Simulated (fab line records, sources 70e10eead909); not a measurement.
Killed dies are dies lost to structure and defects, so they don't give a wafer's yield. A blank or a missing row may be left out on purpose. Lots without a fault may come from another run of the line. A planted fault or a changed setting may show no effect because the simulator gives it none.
Problem report in the 8D (eight disciplines) form, filled by code | flow nand_harc | the parts of the form that need people (team, actions taken, sign-off) are left out

1. THE PROBLEM
rf_fwd_power_W at NHARC_A_STAIRCASE_ETCH_444 reads a mean of 359.1 W on 6 wafers of 2 lots; wafers without a fault read 599.8 W with a standard deviation of 1.9. That is -99 or more standard deviations from the usual mean.
The step: etches the open film in C4F8/O2, target depth 20400 nm, time 6800 s.
First seen on wafer L246.1, day 26 08:25, on rie_diel-06. The record holds 36 wafers of 12 lots with a number at this step. Rule for "out", or "out of limits": more than 4 standard deviations from the usual mean. The other wafers with a number count as sound.

2. WHAT IT IS AND WHAT IT IS NOT
question                    | is                             | is not
which readings at this step | rf_fwd_power_W, oes_product_au | rf_vpp_V
which lots                  | L246, L248                     | L228, L229, L230, L233, L235, L237, L238, L242, L249, L250
which wafers of those lots  | all that have a number         | -
read on which tools         | rie_diel-06                    | rie_diel-09, rie_diel-13
when                        | from day 26 08:25              | up to then (24 sound wafers); but 6 sound wafers of L249, L250 came after

3. SUSPECTS, AND WHAT RULES EACH OUT
Counting: a tool at a process step up to the reading stays a suspect if it ran every lot that is out and no sound lot after the first of them.
- pecvd-01 at NHARC_A_STAIRCASE_DEP_325 (deposits SiO2, target thk 7200 nm): kept. It ran every lot that is out, first L246 (day 25 22:28), and no sound lot after that; its last sound lot up to then is L230 (day 19 10:05).
- rie_diel-06 at NHARC_A_STAIRCASE_ETCH_444 (etches the open film in C4F8/O2, target depth 20400 nm, time 6800 s): kept. It ran every lot that is out, first L246 (day 26 08:25), and no sound lot after that; its last sound lot up to then is L238 (day 23 01:41). Its own readings are out on those wafers: oes_product_au, rf_fwd_power_W.
Left after counting: pecvd-01 at NHARC_A_STAIRCASE_DEP_325, rie_diel-06 at NHARC_A_STAIRCASE_ETCH_444.

4. THE CAUSE (what the simulator had put in)
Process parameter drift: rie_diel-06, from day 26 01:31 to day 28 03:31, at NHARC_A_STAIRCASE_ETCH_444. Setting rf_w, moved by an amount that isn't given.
Counting left 2 suspects, and this tool is among them.

5. THE CHAIN OF EFFECTS, in route order
Each row: a reading whose mean over the struck wafers that have a number lies more than 3 standard deviations from the usual. Only readings for which the record gives a usual standard deviation are gone through. hours: the time from each lot's start at the first step in this table that gives one to its start at this step, as a median over the lots. sigmas: the change in usual standard deviations.
hours | step                       | reading        | usual      | on struck wafers | change | sigmas
0     | NHARC_A_STAIRCASE_ETCH_444 | oes_product_au | 0.929 a.u. | 0.708            | -0.222 | -16
0     | NHARC_A_STAIRCASE_ETCH_444 | rf_fwd_power_W | 599.8 W    | 359.1            | -240.7 | -99 or more
The process steps in it:
- NHARC_A_STAIRCASE_ETCH_444: etches the open film in C4F8/O2, target depth 20400 nm, time 6800 s.

6. WHAT WOULD HAVE CAUGHT IT SOONER
In this record the first reading out of limits was taken at day 26 08:25, 7 hours after the fault began at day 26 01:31.
